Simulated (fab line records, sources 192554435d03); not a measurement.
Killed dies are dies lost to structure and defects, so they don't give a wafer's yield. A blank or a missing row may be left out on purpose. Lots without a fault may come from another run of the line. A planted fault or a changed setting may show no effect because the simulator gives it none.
Chamber matching | flow n5_finfet | N5_BEOL_M8_STRIP_19 on rie_diel-02: 4 sister chambers
The step strips in O2. 16 wafers are shown with their chamber, then 8 later ones without.

WAFERS WITH THEIR CHAMBER
wafer  | chamber | showerhead_plenum_p_Torr (Torr) | throttle_valve_pct (%) | oes_product_au (a.u.)
L075.2 | 1       | 2.01                            | 16.55                  | 0.76
L075.4 | 2       | 1.97                            | 16.97                  | 0.68
L075.6 | 1       | 2.01                            | 16.51                  | 0.77
L076.1 | 2       | 1.97                            | 16.98                  | 0.68
L076.2 | 0       | 2.07                            | 16.54                  | 0.71
L076.5 | 2       | 1.97                            | 16.99                  | 0.68
L080.1 | 3       | 2.15                            | 16.13                  | 0.93
L080.3 | 1       | 2.00                            | 16.59                  | 0.75
L080.6 | 3       | 2.15                            | 16.15                  | 0.92
L083.1 | 1       | 2.00                            | 16.59                  | 0.73
L083.5 | 3       | 2.15                            | 16.13                  | 0.94
L083.6 | 1       | 2.00                            | 16.58                  | 0.74
L084.1 | 3       | 2.15                            | 16.15                  | 0.93
L084.3 | 1       | 2.00                            | 16.57                  | 0.74
L084.6 | 3       | 2.15                            | 16.15                  | 0.93
L085.1 | 0       | 2.06                            | 16.58                  | 0.70

SIGNATURES (means of the wafers above)
reading                  | chamber 0 | chamber 1 | chamber 2 | chamber 3 | scatter within a chamber
showerhead_plenum_p_Torr | 2.0650    | 2.0033    | 1.9700    | 2.1500    | 0.00391
throttle_valve_pct       | 16.5600   | 16.5650   | 16.9800   | 16.1420   | 0.0228
oes_product_au           | 0.7050    | 0.7483    | 0.6800    | 0.9300    | 0.0105
Rule: a wafer's distance from a chamber is the root of the sum, over the readings, of the square of ((its reading less the chamber's mean) divided by the reading's scatter). The wafer belongs to the nearest chamber; if the next one is less than 2 further off, it can't be placed. The scatter: the root of (the sum of the squares of (reading less its chamber's mean) over the shown wafers, divided by (wafers less chambers)).

WAFERS WITHOUT THEIR CHAMBER
wafer  | showerhead_plenum_p_Torr (Torr) | throttle_valve_pct (%) | oes_product_au (a.u.)
L085.2 | 2.15                            | 16.12                  | 0.92
L085.6 | 2.00                            | 16.58                  | 0.74
L094.1 | 2.06                            | 16.61                  | 0.68
L094.5 | 2.14                            | 16.17                  | 0.88
L094.6 | 2.06                            | 16.63                  | 0.68
L096.1 | 1.99                            | 16.63                  | 0.71
L096.3 | 2.22                            | 16.63                  | 0.89
L096.5 | 2.05                            | 16.18                  | 0.98

WHICH CHAMBER EACH WENT THROUGH
wafer  | from the rows above | in truth
L085.2 | 3                   | 3
L085.6 | 1                   | 1
L094.1 | 0                   | 0
L094.5 | 3                   | 3
L094.6 | 0                   | 0
L096.1 | 1                   | 1
L096.3 | 3                   | 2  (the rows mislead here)
L096.5 | 3                   | 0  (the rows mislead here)
Placed correctly: 6 of 8. Can't be placed from these rows: 0. Placed wrongly: 2.
